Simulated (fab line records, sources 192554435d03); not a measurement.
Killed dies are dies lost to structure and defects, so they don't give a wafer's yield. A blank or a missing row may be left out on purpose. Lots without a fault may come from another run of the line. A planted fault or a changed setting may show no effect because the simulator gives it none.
A struck lot beside a sound one | flow n5_finfet | 15 steps out of a route of 1938
Sound: wafers L600.3, L600.4, L600.6. Struck: wafers L610.4, L610.5, L610.6. The cause comes at the end.
At each step with rows: each side's tool, then ch and its chambers, then its first start. Under that, the readings that differ: sound wafers | struck wafers | difference of the means | sigmas: that difference in standard deviations of wafers without a fault.
alike: readings whose means differ by less than 2 such deviations, and words and numbers that are the same on both sides. not compared: withheld readings, readings that some wafer has no value for, bounds like >300 that may hide the same value, and numbers for which the record gives no deviation and whose values overlap.
The two part at a step that has a row with sigmas, a row that says differs or no value, or rows on one side only. Numbers that don't overlap but have no deviation are shown without sigmas and don't part them. A reading that every wafer of one side lacks parts them only if that side has two wafers or more.

first, 2 steps without rows for these wafers: N5_BEOL_M9_VIA_ETCH_34 (etches SiCOH lowk in C4F6/O2, target depth 182.4 nm, time 68.4 s); N5_BEOL_M9_STRIP_73 (strips in C4F6/O2).
N5_BEOL_M9_STRIP_36: strips in N2/H2.
  sound on rie_diel-03 ch 1,2,3, day 12 04:09; struck on rie_diel-04 ch 1,2,3, day 14 17:02
  alike: drypump_motor_current_A, oes_product_au, rf_vpp_V, showerhead_plenum_p_Torr, throttle_valve_pct
  not compared: rf_hours_counter_h
N5_BEOL_M9_TRENCH_ETCH_37: etches SiCOH lowk in C4F6/O2, target depth 151.43 nm, time 49 s.
  sound on rie_diel-03 ch 1,2,3; struck on rie_diel-04 ch 2,3
  alike: C4F6_flow_sccm, drypump_motor_current_A, oes_product_au, rf_vpp_V, showerhead_plenum_p_Torr, throttle_valve_pct
  not compared: rf_hours_counter_h
N5_BEOL_M9_ETCH_41: etches SiCN in CH3F/O2, target depth 36.6 nm, time 70.1 s.
  sound on rie_diel-03 ch 1,2,3; struck on rie_diel-04 ch 2,3
  alike: drypump_motor_current_A, oes_product_au, rf_vpp_V, showerhead_plenum_p_Torr, throttle_valve_pct
  not compared: rf_hours_counter_h
N5_BEOL_M9_STRIP_80: strips in N2/H2, time 10 s.
  sound on rie_diel-03 ch 1,2,3; struck on rie_diel-04 ch 2,3
  alike: drypump_motor_current_A, oes_product_au, rf_vpp_V, showerhead_plenum_p_Torr, throttle_valve_pct
  not compared: rf_hours_counter_h
N5_BEOL_M9_OCD_MEAS_38:
  sound on ocd-02, day 12 04:22; struck on ocd-01, day 14 17:18
  alike: trench_depth_nm
then, 4 steps without rows for these wafers: N5_BEOL_M9_HM_STRIP_39 (strips TiN in peroxide tin strip, target depth 25 nm, time 158 s); N5_BEOL_M9_SRD_40 (time 30 s); N5_BEOL_M9_PRECLEAN_42 (cleans in residue remover, time 60 s); N5_BEOL_M9_SRD_43 (time 30 s).
N5_BEOL_M9_CD_MEAS_35: target cd 70 nm, target cd y 40 nm.
  sound on cd_sem-01, day 12 04:32; struck on cd_sem-02, day 14 17:27
  alike: cd_nm
N5_BEOL_M9_CURE_72: cures SiCOH lowk, time 120 s.
  sound on uv_cure-02 ch 1, day 12 04:40; struck on uv_cure-01 ch 2, day 14 17:52
  no value came back on the struck wafers for lamp_power_pct (%), run_length_s (s), time_s (s), wafer_temp_C_max; on the sound wafers lamp_power_pct (%) reads 52.35 52.34 52.32
N5_BEOL_M9_DEGAS_44: time 60 s.
  sound on pvd_sputter-03, day 12 05:00; struck on pvd_sputter-01, day 14 18:31
  alike: heater_power_w
then, 1 step without rows for these wafers: N5_PASSIVATION_PROBE_49.

WHERE THEY PART
Only at N5_BEOL_M9_CURE_72, within this record. Later steps at which nothing parts them and some readings are alike: N5_BEOL_M9_DEGAS_44.

WHY: what the simulator had put in
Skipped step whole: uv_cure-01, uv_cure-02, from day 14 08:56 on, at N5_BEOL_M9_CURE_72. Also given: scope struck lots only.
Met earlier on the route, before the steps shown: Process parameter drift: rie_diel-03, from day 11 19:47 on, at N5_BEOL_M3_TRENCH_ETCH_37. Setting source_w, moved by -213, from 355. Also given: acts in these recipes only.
